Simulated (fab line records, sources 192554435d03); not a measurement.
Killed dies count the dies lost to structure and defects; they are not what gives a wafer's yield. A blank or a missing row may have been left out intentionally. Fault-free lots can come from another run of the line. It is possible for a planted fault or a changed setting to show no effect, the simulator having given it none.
fab line records    flow n5Finfet    part 2 of 2: steps 5 to 6 of 6
record: lots: 23  wafers: 69  lastDay: 19
route steps=1938 shown BEOL_M0_SAQP@654 BEOL_M0_CUTY@711 BEOL_M0@726
lots that met no fault: from a run of the same line without faults
startH: the number of hours between the record's first day and the start of the first shown wafer of the lot    waitH: how many hours have passed since the lot's step before this one    " same as the row above    L1.1+2: a single row standing in for several wafers    - value missing, or start not given    * or withheld: withheld    < > ~ a bound
route shown NAME@n: a module of which the file shows steps, and the number in the route of the first    usual: the fault-free wafers' mean and standard deviation    same: alike in all rows    chamber/n: place in a boat    sites: readings site by site    _std_site: how widely they spread, as a standard deviation    _edge_site: mean of outer sites minus mean of inner sites    radiusMm: how far each site lies from the wafer's centre    mask NAME#n: copy n    behind: the last tool/chamber to shape the wafer    hold: reason for holding the lot/hours on hold/outcome of the hold    device: the transistor (n, p or np) that didn't switch    end of line: the tests these same wafers got at the end of their route    where a step has no rows: the recipe by itself    killed: dies lost to structure and defects at the first sort, not the wafer's yield    map: a wafer's dies, marking killed ones x, the rest . and places with no die _
set.NAME: the setting that was run; set.NAME@STEP: the one run at that earlier step    model.NAME: the simulator's own value behind a step, which no gauge read
route steps across a sampled set of lots; one table per step, one row per wafer
services: from which hour (startH, from the record's first day; less than 0 if before it) a tool's chamber was out of use, for how many hours, and why
== steps ==
step: N5_BEOL_M0_ETCH_109
recipe: chemistry: CH3F/O2  targetDepthA: 80  overetchA: 24  target: SiCN  timeS: 27.4  ionEnergyEv: 120  pressureMtorr: 30  sourceW: 395  biasW: 75  Ar_flow_sccm: 150  CH3F_flow_sccm: 30  O2_flow_sccm: 20
usual: drypumpMotorCurrentA: 5.9/0.43  oesProductAu: 0.69/0.066  rfFwdPowerW: 392.7/1.2  rfVppV: 297.7/1.7  showerheadPlenumPTorr: 2.02/0.078  throttleValvePct: 16.30/0.23
lot.wafer  tool        chamber  startH  waitH  drypumpMotorCurrentA  oesProductAu  rfFwdPowerW  rfHoursCounterH  rfVppV  showerheadPlenumPTorr  throttleValvePct
L074.1     rieDiel-04  2        123.39  0.6    6.3                   0.61          393.8        198              295.6   1.90                   16.76
L074.3     "           3        "       "      5.3                   0.75          392.7        25               297.1   1.96                   15.95
L074.5     "           0        "       "      6.3                   0.82          390.3        -                296.0   1.96                   15.93
L075.2     rieDiel-04  3        125.52  0.1    5.3                   0.75          393.0        27               297.8   1.95                   15.96
L075.4     "           2        "       "      6.3                   0.62          392.6        199              296.6   1.90                   16.76
L075.5     "           1        "       "      6.3                   0.76          393.0        -                299.9   2.05                   16.32
L076.3     rieDiel-03  2        128.38  0.2    5.1                   0.63          392.5        175              298.4   2.00                   16.32
L076.4     "           3        "       "      5.4                   0.77          390.1        22               299.0   2.12                   15.95
L076.6     "           3        "       "      5.4                   0.76          390.6        -                300.3   2.12                   15.92
L077.2     rieDiel-02  3        138.91  0.0    6.3                   0.78          393.6        27               299.2   2.04                   16.22
L077.4     "           0        "       "      6.4                   0.64          394.0        -                296.5   1.92                   16.45
L077.5     "           2        "       "      6.0                   0.69          394.1        -                299.5   2.11                   16.21
L078.1     rieDiel-02  1        144.51  0.1    6.2                   0.83          391.6        0                299.4   2.14                   15.96
L078.3     "           0        "       "      6.4                   0.63          392.3        163              295.0   1.92                   16.43
L078.5     "           3        "       "      6.4                   0.77          392.6        -                298.3   2.04                   16.22
L079.1     rieDiel-03  1        149.07  0.6    5.9                   0.72          391.6        40               297.3   2.05                   16.54
L079.2     "           3        "       "      5.4                   0.73          392.9        29               300.6   2.12                   15.94
L079.6     "           0        "       "      5.7                   0.60          392.9        -                294.0   1.89                   16.51
L080.2     rieDiel-02  3        151.71  0.2    6.3                   0.76          392.5        32               298.2   2.04                   16.24
L080.3     "           2        "       "      6.0                   0.67          391.9        113              300.1   2.11                   16.24
L080.4     "           1        "       "      6.2                   0.79          392.5        3                299.5   2.14                   15.98
L082.2     rieDiel-02  2        159.43  0.2    6.0                   0.68          393.5        117              298.7   2.11                   16.24
L082.3     "           3        "       "      6.3                   0.76          392.0        36               296.9   2.04                   16.25
L082.4     "           1        "       "      6.2                   0.80          394.6        7                298.4   2.13                   15.98
L081.2     rieDiel-02  3        168.75  0.3    6.3                   0.77          393.2        41               296.8   2.04                   16.26
L081.3     "           2        "       "      6.0                   0.68          393.4        122              299.2   2.11                   16.26
L081.5     "           3        "       "      6.3                   0.77          393.8        -                297.7   2.04                   16.24
L083.1     rieDiel-02  0        169.18  0.7    6.4                   0.63          393.4        174              296.3   1.92                   16.46
L083.2     "           3        "       "      6.3                   0.76          391.3        41               297.2   2.04                   16.26
L083.4     "           0        "       "      6.4                   0.63          392.5        -                295.0   1.91                   16.48
L084.1     rieDiel-03  2        176.61  0.3    5.1                   0.62          392.3        196              296.2   1.99                   16.37
L084.2     "           1        "       "      5.9                   0.73          391.4        53               297.2   2.05                   16.58
L084.4     "           0        "       "      5.7                   0.59          392.0        235              295.1   1.88                   16.52
L085.2     rieDiel-03  1        244.93  0.7    5.9                   0.69          393.5        84               298.0   2.04                   16.65
L085.4     "           1        "       "      5.9                   0.70          391.6        -                297.9   2.04                   16.63
L085.6     "           2        "       "      5.1                   0.61          391.4        -                297.1   1.98                   16.44
L088.2     rieDiel-02  1        245.03  0.7    6.2                   0.73          390.9        36               300.1   2.12                   16.03
L088.3     "           0        "       "      6.4                   0.60          392.8        212              295.8   1.90                   16.54
L088.5     "           0        "       "      6.4                   0.60          392.5        -                296.1   1.90                   16.55
L095.2     rieDiel-02  2        245.10  0.5    6.0                   0.64          395.2        157              299.5   2.10                   16.31
L095.5     "           1        "       "      6.2                   0.74          391.5        -                300.2   2.12                   16.05
L095.6     "           2        "       "      6.0                   0.65          394.4        -                300.1   2.10                   16.32
L094.3     rieDiel-03  1        246.11  0.7    5.9                   0.69          393.6        85               296.5   2.04                   16.63
L094.4     "           2        "       "      5.1                   0.60          390.5        -                295.5   1.98                   16.43
L094.5     "           1        "       "      5.9                   0.68          391.4        -                300.1   2.04                   16.65
L089.3     rieDiel-03  2        248.51  0.5    5.1                   0.60          395.1        229              297.1   1.98                   16.45
L089.5     "           3        "       "      5.4                   0.68          392.3        -                299.6   2.10                   16.02
L089.6     "           1        "       "      5.9                   0.69          393.0        -                296.6   2.04                   16.64
L090.1     rieDiel-03  1        248.97  0.8    5.9                   0.69          393.1        86               297.6   2.04                   16.63
L090.3     "           2        "       "      5.1                   0.59          390.9        229              298.7   1.98                   16.43
L090.6     "           1        "       "      5.9                   0.70          390.8        -                298.5   2.04                   16.66
L091.1     rieDiel-02  3        249.05  0.7    6.4                   0.72          392.2        66               297.9   2.03                   16.29
L091.2     "           2        "       "      6.0                   0.64          392.5        160              298.6   2.10                   16.33
L091.3     "           1        "       "      6.2                   0.74          392.6        38               299.5   2.12                   16.04
L087.1     rieDiel-03  1        249.15  0.6    5.9                   0.70          392.2        86               297.4   2.04                   16.65
L087.2     "           2        "       "      5.1                   0.59          392.6        230              295.7   1.98                   16.44
L087.3     "           3        "       "      5.4                   0.69          393.4        76               299.2   2.10                   16.02
L093.2     rieDiel-02  2        249.42  0.0    6.0                   0.64          393.3        160              299.2   2.10                   16.32
L093.3     "           3        "       "      6.3                   0.72          393.9        66               297.6   2.03                   16.31
L093.6     "           3        "       "      6.3                   0.72          394.7        -                298.0   2.03                   16.29
L086.3     rieDiel-02  3        250.75  0.5    6.3                   0.73          395.3        67               297.8   2.03                   16.30
L086.4     "           1        "       "      6.2                   0.73          391.2        39               298.9   2.12                   16.05
L086.5     "           0        "       "      6.4                   0.60          392.0        -                296.3   1.90                   16.54
L096.1     rieDiel-04  3        250.75  0.3    5.3                   0.72          393.2        57               296.7   1.95                   16.01
L096.4     "           0        "       "      6.3                   0.75          392.2        38               296.2   1.95                   16.00
L096.5     "           1        "       "      6.3                   0.72          394.5        -                299.0   2.04                   16.41
L097.1     rieDiel-03  2        263.11  0.4    5.1                   0.60          390.0        235              297.7   1.98                   16.45
L097.3     "           1        "       "      5.9                   0.69          390.5        92               297.4   2.03                   16.64
L097.6     "           3        "       "      5.4                   0.69          392.4        -                299.9   2.10                   16.04
step: N5_BEOL_M0_PRE_CLEAN_113
recipe: gas: H2/He  timeS: 30  tempC: 250
usual: heaterPowerW: 331/18
lot.wafer  tool           chamber  startH  waitH  heaterPowerW
L074.1     pvdSputter-02  -        123.85  0.0    320
L074.3     "              -        "       "      307
L074.5     "              -        "       "      316
L075.2     pvdSputter-01  -        127.32  0.0    354
L075.4     "              -        "       "      303
L075.5     "              -        "       "      324
L076.3     pvdSputter-01  -        128.80  0.0    346
L076.4     "              -        "       "      331
L076.6     "              -        "       "      341
L077.2     pvdSputter-03  -        139.62  0.0    319
L077.4     "              -        "       "      368
L077.5     "              -        "       "      348
L078.1     pvdSputter-01  -        145.01  0.0    336
L078.3     "              -        "       "      346
L078.5     "              -        "       "      304
L079.1     pvdSputter-02  -        150.41  0.0    321
L079.2     "              -        "       "      345
L079.6     "              -        "       "      345
L080.2     pvdSputter-03  -        152.01  0.0    343
L080.3     "              -        "       "      360
L080.4     "              -        "       "      327
L082.2     pvdSputter-02  -        160.07  0.0    315
L082.3     "              -        "       "      334
L082.4     "              -        "       "      327
L081.2     pvdSputter-01  -        168.97  0.0    333
L081.3     "              -        "       "      304
L081.5     "              -        "       "      342
L083.1     pvdSputter-02  -        169.75  0.0    338
L083.2     "              -        "       "      319
L083.4     "              -        "       "      355
L084.1     pvdSputter-01  -        178.66  0.0    340
L084.2     "              -        "       "      297
L084.4     "              -        "       "      315
L085.2     pvdSputter-02  -        245.15  0.0    318
L085.4     "              -        "       "      325
L085.6     "              -        "       "      317
L088.2     pvdSputter-02  -        245.33  0.0    341
L088.3     "              -        "       "      322
L088.5     "              -        "       "      315
L095.2     pvdSputter-03  -        245.37  0.0    356
L095.5     "              -        "       "      358
L095.6     "              -        "       "      355
L094.3     pvdSputter-03  -        246.32  0.0    360
L094.4     "              -        "       "      367
L094.5     "              -        "       "      356
L089.3     pvdSputter-03  -        248.72  0.0    358
L089.5     "              -        "       "      348
L089.6     "              -        "       "      355
L090.1     pvdSputter-01  -        249.18  0.0    332
L090.3     "              -        "       "      344
L090.6     "              -        "       "      339
L091.1     pvdSputter-01  -        249.27  0.0    315
L091.2     "              -        "       "      330
L091.3     "              -        "       "      299
L087.1     pvdSputter-01  -        249.51  0.0    323
L087.2     "              -        "       "      308
L087.3     "              -        "       "      329
L093.2     pvdSputter-01  -        250.31  0.0    328
L093.3     "              -        "       "      299
L093.6     "              -        "       "      304
L086.3     pvdSputter-01  -        250.96  0.0    320
L086.4     "              -        "       "      302
L086.5     "              -        "       "      295
L096.1     pvdSputter-02  -        250.96  0.0    331
L096.4     "              -        "       "      320
L096.5     "              -        "       "      312
L097.1     pvdSputter-01  -        263.61  0.0    333
L097.3     "              -        "       "      323
L097.6     "              -        "       "      330
== services ==
tool           chamber  startH  hours  kind
pvdSputter-01  -        95.01   3.0    repair
vaporEtch-02   1        95.42   14.7   repair
rieDiel-04     1        98.25   7.9    repair
pvdSputter-02  -        100.00  1.3    repair
rieDiel-04     -        101.94  0.2    repair
rieDiel-03     2        103.38  6.4    repair
rieDiel-03     0        107.48  11.9   repair
rieDiel-04     0        111.02  1.2    repair
rieDiel-02     1        132.22  -      clean
rieDiel-02     1        132.22  -      consumableReplace:focusRing
rieDiel-02     1        132.22  -      consumableReplace:showerhead
rieDiel-02     1        132.22  12.2   scheduledDown
rieDiel-02     1        132.22  12.2   ventCycle
rieDiel-02     1        162.01  21.4   repair
rieDiel-05     2        167.42  14.2   repair
rieDiel-06     -        168.33  28.1   pm
rieDiel-02     3        179.16  26.0   repair
rieDiel-04     -        181.13  14.6   pm
rieDiel-03     0        229.05  -      clean
rieDiel-03     0        229.05  -      consumableReplace:focusRing
rieDiel-03     0        229.05  -      consumableReplace:showerhead
rieDiel-03     -        246.82  1.1    repair
rieDiel-04     0        253.23  8.6    repair
rieDiel-05     -        253.99  4.3    pm
